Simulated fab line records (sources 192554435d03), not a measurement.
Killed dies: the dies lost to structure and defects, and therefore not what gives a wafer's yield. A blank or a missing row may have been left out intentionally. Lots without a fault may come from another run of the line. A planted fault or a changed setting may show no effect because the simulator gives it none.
Comparing a struck lot with a sound one + flow n5Finfet + 37 steps out of a route of 1938
Sound: these wafers, L265.2, L265.4, L265.6. Struck: wafers L271.5, L271.6 (left out: L271.1, a lot-mate that was not struck); the cause follows at the end.
Order at every step that has rows: each side's tool, ch and its chambers, its first start. Under that, the readings that differ: sound wafers + struck wafers + difference of the means + sigmas: that difference in standard deviations of wafers without a fault.
alike: readings with means less than 2 such deviations apart, plus words and numbers identical on both sides. not compared: withheld readings, readings lacking a value on some wafer, bounds such as >300 that could conceal the same value, and numbers that have no deviation in the record and whose values overlap.
Wherever a step has rows on one side only, a row that says differs or no value, or a row with sigmas, the two part there. Non-overlapping numbers with no deviation appear without sigmas and do not part them. A reading that every wafer of one side lacks parts them only if that side has two wafers or more.

first, 9 steps without rows for these wafers: N5_BEOL_M4_ANNEAL_95 (time 240 s); N5_BEOL_M4_SPUTTER_96 (material Cu, target thk 4.5 nm, time 8.29 s); N5_BEOL_M4_ECD_50 (material Cu, target thk 300 nm); N5_BEOL_M4_ANNEAL_51 (time 90 s); N5_BEOL_M4_CMP_52 (polishes, stops on SiOC, t overpolish 6.8 s, target thk 40 nm); N5_BEOL_M4_PRE_CLEAN_60 (time 15 s); N5_BEOL_M4_CO_CAP_55 (material Co, precursor CCTBA/H2, target thk 2 nm, time 102.1 s); N5_BEOL_M4_PRE_CLEAN_56 (time 15 s); N5_BEOL_M4_DEP_57 (deposits SiCN from 3MS/NH3, target thk 8 nm, time 14 s).
N5_BEOL_M4_RC_MEAS_101:
  sound on prober-02 ch 0, day 9 09:14; struck on prober-01 ch 0, day 11 14:42
  alike: DIBL_N, DIBL_P, IOFF_N, IOFF_P, ION_N, ION_P, SS_N, SS_P, VT_N, VT_P
N5_BEOL_M5_ILD_DEP_00: deposits SiCOH lowk from DEMS/porogen, target thk 140.64 nm, time 25.9 s.
  sound on pecvd-04 ch 1,2, day 9 10:03; struck on pecvd-04 ch 0,1, day 11 15:40
| reading                                           | sound           | struck    | difference | sigmas |
|---------------------------------------------------|-----------------|-----------|------------|--------|
| model.SiCOH_lowk_of_BEOL_M5_ILD_DEP_00.thkNm (nm) | 141.6 142 142.8 | 270 269.4 | +128       |        |
  alike: heaterPowerW, showerheadPlenumPTorr, showerheadVppV, throttleValvePct
then, 1 step without rows for these wafers: N5_BEOL_M5_CURE_79 (cures SiCOH lowk, time 240 s).
N5_BEOL_M5_THK_MEAS_01:
  sound: filmMetro-02 at day 9 10:38; struck: filmMetro-02 at day 11 16:28
| reading         | sound             | struck      | difference | sigmas |
|-----------------|-------------------|-------------|------------|--------|
| M5_ILD_THK (nm) | 122.0 122.1 122.9 | 234.1 233.4 | +111.4     | +74    |
then, 22 steps without rows for these wafers: N5_BEOL_M5_PECVD_70 (deposits SiO2 from TEOS/O2, target thk 16 nm, time 18 s); N5_BEOL_M5_HM_DEP_02 (deposits TiN, target thk 20 nm); N5_BEOL_M5_COAT_59 (time 60 s, resist thk 60 nm); N5_BEOL_M5_COAT_60 (time 60 s, resist thk 12 nm); N5_BEOL_M5_COAT_71 (time 60 s, resist thk 5 nm); N5_BEOL_M5_COAT_05 (resist thk 30 nm); N5_BEOL_M5_EBR_07; N5_BEOL_M5_SOFTBAKE_06 (time 60 s); N5_BEOL_M5_EXPOSE_08 (exposes mask M5, target cd 28 nm); N5_BEOL_M5_PEB_09 (peb time 60 s); N5_BEOL_M5_DEVELOP_10 (develop time 30 s); N5_BEOL_M5_DESCUM_16 (chemistry O2, time 7 s); N5_BEOL_M5_ETCH_72 (etches underlayer in N2/H2, target depth 6.5 nm, time 5.2 s); N5_BEOL_M5_ETCH_61 (etches SiARC in CF4, target depth 15.6 nm, time 26 s); N5_BEOL_M5_ETCH_62 (etches SOC in N2/H2, target depth 75 nm, overetch 15 nm, time 112.5 s); N5_BEOL_M5_STRIP_63 (strips in N2/H2); N5_BEOL_M5_STRIP_73 (strips in N2/H2); N5_BEOL_M5_STRIP_64 (strips in CF4); N5_BEOL_M5_HM_OPEN_17 (chemistry Cl2/BCl3, target TiN, target depth 20 nm, overetch 6 nm); N5_BEOL_M5_STRIP_19 (strips in O2); N5_BEOL_M5_COAT_65 (time 60 s, resist thk 60 nm); N5_BEOL_M5_COAT_66 (time 60 s, resist thk 12 nm).
N5_BEOL_M5_CMP_52: polishes, stops on SiCOH lowk, t overpolish 6.9 s, target thk 62 nm.
  sound on cmp-01 ch 0,2, day 9 21:11; struck on cmp-03 ch 0,1, day 12 04:31
| reading                                           | sound         | struck      | difference | sigmas |
|---------------------------------------------------|---------------|-------------|------------|--------|
| model.SiCOH_lowk_of_BEOL_M5_ILD_DEP_00.thkNm (nm) | 119 119.2 120 | 231.2 230.4 | +111.4     |        |
  alike: clearingPlatenRpm, motorCurrentA
-- a jump in the record: the struck wafers' starts before and after are 4 days apart (it breaks off in module BEOL_M5 and resumes in module PASSIVATION, where the first step shown is number 1936 of the route) --
N5_PASSIVATION_PROBE_49:
  sound: prober-02 at day 13 14:28; struck: prober-01 at day 15 17:36
| reading                 | sound          | struck    | difference | sigmas      |
|-------------------------|----------------|-----------|------------|-------------|
| defectLimitedYield (%)  | 91.9 91.8 92.7 | 0 0       | -92        | -58         |
| killed_at_M4_up         | 21 20 18       | 1112 1106 | +1089      | +99 or more |
| killedDies              | 96 97 86       | 1180 1180 | +1087      | +60         |
| killedOnRim             | 11 11 11       | 152 152   | +141       | +36         |
| sort_bin_5_function (%) | 4.6 4.9 4.1    | 97.9 96.6 | +92.7      | +93         |
| sortNPass               | 1084 1083 1094 | 0 0       | -1087      | -60         |
| sortYieldPct (%)        | 91.9 91.8 92.7 | 0 0       | -92        | -58         |
  alike: killed_at_M0_to_M3, killedAtContacts, killedAtFrontEnd, killedAtOther, killedOpen, killedShort, sort_bin_6_memory

== WHERE THEY PART ==
Last at N5_PASSIVATION_PROBE_49 as far as this record goes, first at N5_BEOL_M5_THK_MEAS_01.

WHY: whatever the simulator had introduced
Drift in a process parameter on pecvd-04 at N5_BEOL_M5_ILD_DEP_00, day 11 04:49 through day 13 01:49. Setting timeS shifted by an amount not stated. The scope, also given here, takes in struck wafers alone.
